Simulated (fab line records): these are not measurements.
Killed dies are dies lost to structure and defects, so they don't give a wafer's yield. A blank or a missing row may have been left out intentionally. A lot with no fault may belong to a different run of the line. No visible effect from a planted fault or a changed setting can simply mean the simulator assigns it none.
A lot that was struck, set against a sound lot | flow nand_harc | 43 steps out of a route of 1159
Sound: the wafers L861.2, L861.3, L861.6. Struck: wafers L869.1, L869.4. (L869.6 of the same lot was not struck and is left out.) The cause comes at the end.
Per side, at each step with rows, come the tool, then ch with its chambers, and then its first start. Under that, the readings that differ: sound wafers | struck wafers | difference of the means | sigmas: that difference in standard deviations of wafers without a fault.
alike: readings whose means differ by less than 2 such deviations, and words and numbers that are the same on both sides. not compared: withheld readings, readings that some wafer has no value for, bounds like >300 that may hide the same value, and numbers for which the record gives no deviation and whose values overlap.
Wherever a step has rows on one side only, a row that says differs or no value, or a row with sigmas, the two part there. When numbers do not overlap yet have no deviation, they are printed without sigmas and do not part them. A reading that every wafer of one side lacks parts them only if that side has two wafers or more.

NHARC_P_CONTACT_CVD_23: deposits W, target thk 200 nm, time 557 s.
  sound on cvd_w-02 ch 0,1; struck on cvd_w-02 ch 0,1
  alike: heater_power_w, throttle_valve_pct
then, 2 steps without rows for these wafers: NHARC_P_CONTACT_CMP_24 (polishes, t overpolish 30 s, target thk 200 nm); NHARC_P_CONTACT_SRD_26.
NHARC_P_CONTACT_INSPECT_27:
  sound: defect_inspect-01 at day 6 09:28; struck: defect_inspect-02 at day 7 19:55
  alike: raw_defect_count
then, 7 steps without rows for these wafers: NHARC_P_M0_DEP_00 (deposits SiOC, target thk 150 nm); NHARC_P_M0_DEHYDRATE_01 (time 120 s); NHARC_P_M0_HMDS_02 (time 30 s); NHARC_P_M0_COAT_33 (time 65 s); NHARC_P_M0_COAT_03 (resist thk 90 nm); NHARC_P_M0_SOFTBAKE_04 (time 55 s); NHARC_P_M0_EBR_05.
NHARC_P_M0_EXPOSE_06: exposes mask P M0, target cd 90 nm.
  sound on arfi_scanner-03 ch 0, day 6 10:07; struck on arfi_scanner-03 ch 0, day 7 20:41
  alike: mask
then, 2 steps without rows for these wafers: NHARC_P_M0_PEB_07 (peb time 65 s); NHARC_P_M0_DEVELOP_08 (develop time 35 s).
NHARC_P_M0_CD_MEAS_09: target cd 90 nm.
  sound on cd_sem-03 ch 0, day 6 10:15; struck on cd_sem-01 ch 0, day 7 20:49
  alike: cd_nm
NHARC_P_M0_OVL_MEAS_10: pitch 180 nm.
  sound: overlay-01 at day 6 10:20; struck: overlay-02 at day 7 20:55
  alike: overlay_x_nm, overlay_y_nm
NHARC_P_M0_INSPECT_11:
  sound: defect_inspect-02 at day 6 10:23; struck: defect_inspect-02 at day 7 20:56
  alike: raw_defect_count
then, 1 step without rows for these wafers: NHARC_P_M0_DESCUM_14 (chemistry O2, time 3 s).
NHARC_P_M0_ETCH_34: etches the open film in N2/H2, target depth 40 nm, overetch 12 nm, time 43.94 s.
  sound on rie_diel-13 ch 1,2, day 6 10:32; struck on rie_diel-10 ch 0,3, day 7 21:07
  alike: bias_w, drypump_motor_current_A, n2_flow_sccm, oes_product_au, rf_vpp_V, showerhead_plenum_p_Torr, throttle_valve_pct
  not compared: rf_hours_counter_h
then, 1 step without rows for these wafers: NHARC_P_M0_ETCH_15 (etches the open film in C4F8/Ar, target depth 150 nm, overetch 15 nm, time 82.5 s).
NHARC_P_M0_CD_MEAS_16:
  sound: cd_sem-03 at day 6 10:44; struck: cd_sem-01 at day 7 21:21
  alike: cd_nm
then, 2 steps without rows for these wafers: NHARC_P_M0_STRIP_18 (strips in N2/H2); NHARC_P_M0_STRIP_19 (strips in post etch residue remover, time 600 s).
NHARC_P_M0_DEGAS_28: time 60 s.
  sound: pvd_sputter-02 at day 6 11:22; struck: pvd_sputter-02 at day 7 22:02
  alike: heater_power_w
then, 1 step without rows for these wafers: NHARC_P_M0_PRE_CLEAN_29 (time 30 s).
NHARC_P_M0_PVD_20: deposits TaN, target thk 5 nm, time 8.06 s.
  sound on pvd_sputter-02; struck on pvd_sputter-02
  alike: throttle_valve_pct
then, 3 steps without rows for these wafers: NHARC_P_M0_PVD_21 (deposits Cu, target thk 30 nm, time 20.49 s); NHARC_P_M0_ECD_22 (material Cu, target thk 400 nm); NHARC_P_M0_ANNEAL_30 (time 90 s).
NHARC_P_M0_CMP_23: polishes, t overpolish 20 s, target thk 117.53 nm.
  sound on cmp-03 ch 1,3, day 6 12:28; struck on cmp-04 ch 2,3, day 7 23:08
  alike: motor_current_A, time_to_endpoint_s
NHARC_P_M0_THK_MEAS_24: measures by xrf.
  sound: film_metro-01 at day 6 12:46; struck: film_metro-01 at day 7 23:26
  alike: thk_nm
after that, 1 step had no rows for these wafers: NHARC_P_M0_SRD_25.
NHARC_P_M0_INSPECT_27:
  sound: defect_inspect-02 at day 6 12:55; struck: defect_inspect-01 at day 7 23:35
  alike: raw_defect_count
then, 7 steps without rows for these wafers: NHARC_P_M0_PRE_CLEAN_31 (time 12 s); NHARC_P_M0_DEP_32 (deposits SiCN, target thk 30 nm); NHARC_P_M1_DEP_00 (deposits SiOC, target thk 182.5 nm); NHARC_P_M1_DEHYDRATE_01 (time 120 s); NHARC_P_M1_HMDS_02 (time 30 s); NHARC_P_M1_COAT_34 (time 65 s); NHARC_P_M1_COAT_03 (resist thk 90 nm).
NHARC_P_M2_DESCUM_14: chemistry O2, time 3 s.
  sound on rie_diel-09 ch 0,3, day 6 19:01; struck on rie_diel-09 ch 1, day 8 05:47
  reading               | sound           | struck      | difference | sigmas
  model.P_M2.cd_nm (nm) | 170.2 170.5 170 | 169.1 169.1 | -1.1       |
  alike: drypump_motor_current_A, oes_product_au, rf_vpp_V, showerhead_plenum_p_Torr, throttle_valve_pct
  not compared: rf_hours_counter_h
NHARC_P_M2_ETCH_28: etches the open film in CF4/N2, target depth 30 nm, time 72.99 s.
  sound on rie_diel-09 ch 1,2,3; struck on rie_diel-09 ch 0,1
  reading               | sound           | struck      | difference | sigmas
  model.P_M2.cd_nm (nm) | 169 169.8 170.7 | 168.6 168.4 | -1.3       |
  alike: bias_w, drypump_motor_current_A, n2_flow_sccm, oes_product_au, rf_vpp_V, showerhead_plenum_p_Torr, throttle_valve_pct
  not compared: rf_hours_counter_h
after that, 1 step had no rows for these wafers: NHARC_END_SORT_01.

== WHERE THEY PART ==
Nowhere in this record.

WHY: what had been put in by the simulator
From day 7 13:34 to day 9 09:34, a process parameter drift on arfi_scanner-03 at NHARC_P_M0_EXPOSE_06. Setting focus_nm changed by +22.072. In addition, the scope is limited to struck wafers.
